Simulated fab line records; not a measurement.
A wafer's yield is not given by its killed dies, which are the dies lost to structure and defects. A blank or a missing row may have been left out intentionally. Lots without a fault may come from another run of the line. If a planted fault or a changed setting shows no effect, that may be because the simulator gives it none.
Which tool was responsible? | flow nandHarc | 12 lots, 36 wafers sampled, at 4 steps of a route of 1159

== WHAT THE GAUGES SHOWED, per wafer ==
NHARC_A_BLC_CD_MEAS_10 targets a cd of 100 nm.
lot  | measured     | on       | cdNm (nm)
L075 | day 17 22:44 | cdSem-01 | 100.2 99.5 101.1
L076 | day 18 02:00 | cdSem-01 | 99.9 99.7 99.5
L081 | day 18 22:50 | cdSem-02 | 100.5 100.1 100.3
L079 | day 19 07:58 | cdSem-03 | 100.0 100.2 99.5
L082 | day 19 17:24 | cdSem-01 | 99.5 98.9 99.5
L085 | day 20 03:22 | cdSem-03 | 100.3 100.6 100.5
L087 | day 20 21:35 | cdSem-01 | 99.4 100.5 100.4
L090 | day 21 18:20 | cdSem-01 | 99.6 98.8 100.0
L091 | day 22 01:15 | cdSem-02 | 100.0 100.0 100.0
L092 | day 22 11:22 | cdSem-01 | 100.5 100.4 100.2
L096 | day 23 00:53 | cdSem-02 | 100.3 100.4 101.0
L095 | day 23 01:59 | cdSem-03 | 100.1 100.9 100.5

== WHAT TOOL EACH LOT RAN ON (gives the tool, then ch and the chambers of the sampled wafers, and finally the start) ==
lot  | NHARC_A_CONTACT_ETCH_89                      | NHARC_A_CONTACT_ETCH_135           | NHARC_A_CONTACT_CVD_19
L075 | rieDiel-02 ch 1,2,3, day 17 15:33 or earlier | harCapEtch-03 ch 0,1, day 17 15:33 | cvdW-01 ch 0,1, day 17 22:44 or earlier
L076 | rieDiel-02 ch 0,2, day 17 18:58 or earlier   | harCapEtch-01 ch 0,1, day 17 18:58 | cvdW-02 ch 0,1, day 18 02:00 or earlier
L081 | rieDiel-05 ch 0,1,3, day 18 18:45 or earlier | harCapEtch-01 ch 0, day 18 18:45   | cvdW-02 ch 1, day 18 22:50 or earlier
L079 | rieDiel-04 ch 1,2,3, day 19 01:54 or earlier | harCapEtch-01 ch 0,1, day 19 01:54 | cvdW-01 ch 0,1, day 19 07:58 or earlier
L082 | rieDiel-05 ch 2,3, day 19 08:30 or earlier   | harCapEtch-02 ch 0,1, day 19 08:30 | cvdW-02 ch 0,1, day 19 17:24 or earlier
L085 | rieDiel-05 ch 0,1,2, day 19 23:16 or earlier | harCapEtch-03 ch 0,1, day 19 23:16 | cvdW-02 ch 0,1, day 20 03:22 or earlier
L087 | rieDiel-04 ch 0,1,2, day 20 09:50 or earlier | harCapEtch-02 ch 0,1, day 20 09:50 | cvdW-02 ch 0,1, day 20 21:35 or earlier
L090 | rieDiel-02 ch 0,2,3, day 21 09:15 or earlier | harCapEtch-03 ch 0,1, day 21 09:15 | cvdW-01 ch 0,1, day 21 18:20 or earlier
L091 | rieDiel-02 ch 1,2, day 21 20:19 or earlier   | harCapEtch-02 ch 0,1, day 21 20:19 | cvdW-02 ch 0,1, day 22 01:15 or earlier
L092 | rieDiel-04 ch 0,1,3, day 22 04:14 or earlier | harCapEtch-02 ch 0,1, day 22 04:14 | cvdW-02 ch 0,1, day 22 11:22 or earlier
L096 | rieDiel-02 ch 1,2, day 22 12:28 or earlier   | harCapEtch-02 ch 1, day 22 12:28   | cvdW-02 ch 0,1, day 23 00:53 or earlier
L095 | rieDiel-04 ch 0,1,2, day 22 17:49 or earlier | harCapEtch-02 ch 0,1, day 22 17:49 | cvdW-01 ch 0,1, day 23 01:59 or earlier
- NHARC_A_CONTACT_ETCH_89: etches the open film in N2/H2, target depth 260 nm, time 475.3 s.
- NHARC_A_CONTACT_ETCH_135: etches the open film in C4F8/O2/Ar, time 132 s, target depth 1287 nm.
- NHARC_A_CONTACT_CVD_19: deposits W, target thk 300 nm, time 802 s.

== THE ANSWER, worked out from the rows above alone ==
Rule: usual is defined by the lots themselves. Put in order of their means at a reading, lots are off if they are a third of the lots or fewer, leave a main group of 4 or more, and stand apart from it by a gap of 3 or more times the standard deviation of the main group's means; of several such gaps the widest counts. Not used: any main group whose means are identical at the precision the tables above print for the reading. Also off: a lot with no number at a reading for which 4 or more lots have one. Any other lot the step has rows for is counted as sound.
Across all readings shown, no lot is off: no conclusion can be drawn from this.

== WHAT HAD BEEN PUT IN BY THE SIMULATOR ==
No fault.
